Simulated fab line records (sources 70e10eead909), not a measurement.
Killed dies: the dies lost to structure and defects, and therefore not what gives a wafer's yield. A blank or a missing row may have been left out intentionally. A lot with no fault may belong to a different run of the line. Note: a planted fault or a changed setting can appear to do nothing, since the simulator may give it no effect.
Chamber matching + flow nand_harc + NHARC_A_ZERO_WELL_DESCUM_12 on rie_diel-08 has 4 sister chambers
The step chemistry O2, time 3 s. 8 wafers are shown with their chamber, then 7 later ones without.

WAFERS, EACH WITH ITS CHAMBER
| wafer  | chamber | showerhead_plenum_p_Torr (Torr) | oes_product_au (a.u.) |
|--------|---------|---------------------------------|-----------------------|
| L962.5 | 0       | 1.98                            | 0.997                 |
| L966.2 | 2       | 1.86                            | 0.991                 |
| L966.5 | 1       | 1.90                            | 1.000                 |
| L972.1 | 3       | 2.01                            | 0.996                 |
| L972.2 | 0       | 1.98                            | 0.988                 |
| L972.6 | 3       | 2.01                            | 0.992                 |
| L973.1 | 2       | 1.85                            | 0.986                 |
| L973.4 | 1       | 1.89                            | 1.006                 |

WAFERS WHOSE CHAMBER IS MISSING
| wafer  | showerhead_plenum_p_Torr (Torr) | oes_product_au (a.u.) |
|--------|---------------------------------|-----------------------|
| L973.6 | 1.89                            | 1.006                 |
| L975.2 | 2.00                            | 0.990                 |
| L975.4 | 1.89                            | 1.003                 |
| L975.5 | 1.98                            | 1.000                 |
| L976.2 | 2.01                            | 0.992                 |
| L976.4 | 1.85                            | 0.977                 |
| L976.6 | 1.85                            | 0.975                 |

EACH ONE'S CHAMBER
| wafer  | from the rows above     | in truth |
|--------|-------------------------|----------|
| L973.6 | 1                       | 1        |
| L975.2 | can't be placed: 3 or 0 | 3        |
| L975.4 | 1                       | 1        |
| L975.5 | 0                       | 0        |
| L976.2 | 3                       | 3        |
| L976.4 | 2                       | 2        |
| L976.6 | 2                       | 2        |
Correct placement for 6 of the 7. These rows do not allow placing 1 (true chamber among the candidates in 1). Wrongly placed: 0.
How it was worked out, from the rows above alone: a wafer's distance from a chamber is the root of the sum, over the readings, of the square of ((its reading less the chamber's mean) divided by the reading's scatter). The wafer belongs to the nearest chamber; if the next one is less than 2 further off, it can't be placed. Each chamber's mean is taken over the wafers shown for it. The scatter: the root of (the sum of the squares of (reading less its chamber's mean) over the shown wafers, divided by (wafers less chambers)).
